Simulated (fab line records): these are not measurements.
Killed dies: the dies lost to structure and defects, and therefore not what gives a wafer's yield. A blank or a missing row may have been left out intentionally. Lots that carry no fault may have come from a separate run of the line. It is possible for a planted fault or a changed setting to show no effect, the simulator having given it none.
Chamber matching	flow nand-harc	rie-diel-01 running NHARC_A_BLC_DESCUM_15: 4 sister chambers
The step chemistry O2, time 3 s. 8 wafers are shown with their chamber, then 12 later ones without.

WAFERS, EACH WITH ITS CHAMBER
wafer	chamber	showerhead-plenum-p-Torr (Torr)	drypump-motor-current-A (A)
L087.4	0	1.92	5.69
L087.5	0	1.92	5.72
L088.1	1	1.83	5.82
L088.2	3	1.90	6.25
L088.3	2	2.00	6.30
L090.2	3	1.90	6.27
L090.5	1	1.82	5.79
L090.6	2	2.00	6.32

WAFERS MISSING THEIR CHAMBER
wafer	showerhead-plenum-p-Torr (Torr)	drypump-motor-current-A (A)
L094.3	1.90	6.29
L094.4	1.99	6.27
L094.6	1.82	5.82
L095.1	1.92	5.76
L095.4	1.90	6.31
L095.5	1.90	6.29
L097.3	1.92	5.74
L097.4	1.90	6.31
L097.6	1.90	6.31
L096.2	1.82	5.77
L096.3	1.90	6.25
L096.6	1.90	6.28

WHICH CHAMBER EACH WENT THROUGH
wafer	from the rows above	in truth
L094.3	3	3
L094.4	2	2
L094.6	1	1
L095.1	0	0
L095.4	3	3
L095.5	3	3
L097.3	0	0
L097.4	3	3
L097.6	3	3
L096.2	1	1
L096.3	3	3
L096.6	3	3
Correctly placed: 12 of 12. From these rows, 0 cannot be placed. Wrongly placed: 0.
How it was worked out, from the rows above alone: a wafer's distance from a chamber is the root of the sum, over the readings, of the square of ((its reading less the chamber's mean) divided by the reading's scatter). The wafer belongs to the nearest chamber; if the next one is less than 2 further off, it can't be placed. A chamber's mean is the mean of its shown wafers. The scatter: the root of (the sum of the squares of (reading less its chamber's mean) over the shown wafers, divided by (wafers less chambers)).
